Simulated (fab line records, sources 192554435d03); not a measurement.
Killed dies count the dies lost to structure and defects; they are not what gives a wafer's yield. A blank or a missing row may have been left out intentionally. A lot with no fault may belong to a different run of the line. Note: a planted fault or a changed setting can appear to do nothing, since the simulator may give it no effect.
Split-lot study / flow n5Finfet / on a route of 1938 steps: 7 lots, 21 wafers read

SPLIT DETAILS
At N5_PASSIVATION_ETCH_54 (etches SiO2 in CHF3/O2, target depth 880 nm, time 440 s), the setting sourceW was moved away from the recipe's 650 W on 9 of the 21 wafers read, by -6.3% to +18.0%. All remaining wafers had this setting at the recipe value.

The reading is taken at the split's own step.

THE READING
rfVppV, in V, at N5_PASSIVATION_ETCH_54 (etches SiO2 in CHF3/O2, target depth 880 nm, time 440 s). On this fab line, fault-free wafers typically give 525 V with a standard deviation of 6 V.

wafer=L079.1; tool, chamber at the split=rieDiel-04, 3; sourceW as run, W=766.7; against the recipe=+18.0%; rfVppV, V=480; against lot-mates on the recipe=-49
wafer=L079.3; tool, chamber at the split=rieDiel-04, 2; sourceW as run, W=650; against the recipe=recipe; rfVppV, V=529; against lot-mates on the recipe=-
wafer=L079.6; tool, chamber at the split=rieDiel-04, 0; sourceW as run, W=766.7; against the recipe=+18.0%; rfVppV, V=487; against lot-mates on the recipe=-42
wafer=L082.3; tool, chamber at the split=rieDiel-03, 2; sourceW as run, W=609; against the recipe=-6.3%; rfVppV, V=537; against lot-mates on the recipe=+24
wafer=L082.4; tool, chamber at the split=rieDiel-03, 1; sourceW as run, W=650; against the recipe=recipe; rfVppV, V=513; against lot-mates on the recipe=-
wafer=L082.5; tool, chamber at the split=rieDiel-03, 1; sourceW as run, W=609; against the recipe=-6.3%; rfVppV, V=530; against lot-mates on the recipe=+17
wafer=L080.1; tool, chamber at the split=rieDiel-05, 2; sourceW as run, W=650; against the recipe=recipe; rfVppV, V=530; against lot-mates on the recipe=-
wafer=L080.2; tool, chamber at the split=rieDiel-05, 0; sourceW as run, W=710; against the recipe=+9.2%; rfVppV, V=498; against lot-mates on the recipe=-32
wafer=L080.4; tool, chamber at the split=rieDiel-05, 1; sourceW as run, W=710; against the recipe=+9.2%; rfVppV, V=508; against lot-mates on the recipe=-22
wafer=L083.2; tool, chamber at the split=rieDiel-04, 2; sourceW as run, W=650; against the recipe=recipe; rfVppV, V=529; against lot-mates on the recipe=-
wafer=L083.3; tool, chamber at the split=rieDiel-04, 0; sourceW as run, W=650; against the recipe=recipe; rfVppV, V=528; against lot-mates on the recipe=-
wafer=L083.6; tool, chamber at the split=rieDiel-04, 3; sourceW as run, W=650; against the recipe=recipe; rfVppV, V=520; against lot-mates on the recipe=-
wafer=L092.1; tool, chamber at the split=rieDiel-04, 1; sourceW as run, W=650; against the recipe=recipe; rfVppV, V=527; against lot-mates on the recipe=-
wafer=L092.5; tool, chamber at the split=rieDiel-04, 1; sourceW as run, W=650; against the recipe=recipe; rfVppV, V=528; against lot-mates on the recipe=-
wafer=L092.6; tool, chamber at the split=rieDiel-04, 0; sourceW as run, W=650; against the recipe=recipe; rfVppV, V=527; against lot-mates on the recipe=-
wafer=L090.3; tool, chamber at the split=rieDiel-05, 3; sourceW as run, W=703.7; against the recipe=+8.3%; rfVppV, V=500; against lot-mates on the recipe=-20
wafer=L090.5; tool, chamber at the split=rieDiel-05, 3; sourceW as run, W=650; against the recipe=recipe; rfVppV, V=520; against lot-mates on the recipe=-
wafer=L090.6; tool, chamber at the split=rieDiel-05, 0; sourceW as run, W=650; against the recipe=recipe; rfVppV, V=520; against lot-mates on the recipe=-
wafer=L096.2; tool, chamber at the split=rieDiel-05, 2; sourceW as run, W=704; against the recipe=+8.3%; rfVppV, V=511; against lot-mates on the recipe=-9
wafer=L096.3; tool, chamber at the split=rieDiel-05, 3; sourceW as run, W=650; against the recipe=recipe; rfVppV, V=520; against lot-mates on the recipe=-
wafer=L096.6; tool, chamber at the split=rieDiel-05, 2; sourceW as run, W=704; against the recipe=+8.3%; rfVppV, V=509; against lot-mates on the recipe=-11

THE FIT
A straight line over all 21 wafers: rfVppV changes by -2.14 V for each +1% of sourceW; r = -0.94; the points scatter about the line by 5.3 V.
The same after taking each lot's own level away (the mean of its wafers on the recipe; 21 wafers): -2.55 V for each +1%; r = -0.96; scatter 4.8 V.
Per that fit: largest sourceW move, reading shift of 46 V.
The lots' own levels span 513.0 to 530.0 V, that is 2.8 times the standard deviation above.
Hence the slope depends on the lot-to-lot level, as the two fits are not the same.
Check: -42.6 V against its lot-mates is what the line predicts for one of the wafers moved furthest among these (+18.0%) when that wafer is left out of the fit. Against them it came out at -49 V.
Tool readings at the split's step, against how far the setting was moved: rfVppV r = -0.94.

FURTHER SPLITS ON THESE WAFERS
These wafers also went through other splits before the reading. Each is held against what the fit with the lots' levels taken away leaves over:
other split on the same wafers=N5_BEOL_M15_TRENCH_ETCH_34 timeS; wafers away from the commonest value=3; r with rfVppV (lot level and that fit taken away)=-0.46

THE WHOLE CHAIN: every reading that the file lists as answering this split, in the file's order
step=N5_PASSIVATION_ETCH_54; what it does=etches SiO2 in CHF3/O2, target depth 880 nm, time 440 s; reading=rfVppV; change (the file's fit)=-2.47 V for each +1% of the setting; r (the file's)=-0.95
step=N5_PASSIVATION_ETCH_54; what it does=etches SiO2 in CHF3/O2, target depth 880 nm, time 440 s; reading=PASSIVATION.featureDepthNm (the simulator's own value, which no gauge read); change (the file's fit)=+3.81 nm for each +1% of the setting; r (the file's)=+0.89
step=N5_PASSIVATION_ETCH_54; what it does=etches SiO2 in CHF3/O2, target depth 880 nm, time 440 s; reading=etch.depthNm (the simulator's own value, which no gauge read); change (the file's fit)=+3.81 nm for each +1% of the setting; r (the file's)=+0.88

FILE'S OWN FIT
rfVppV changes by -2.47 V for each +1% of sourceW, r = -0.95.
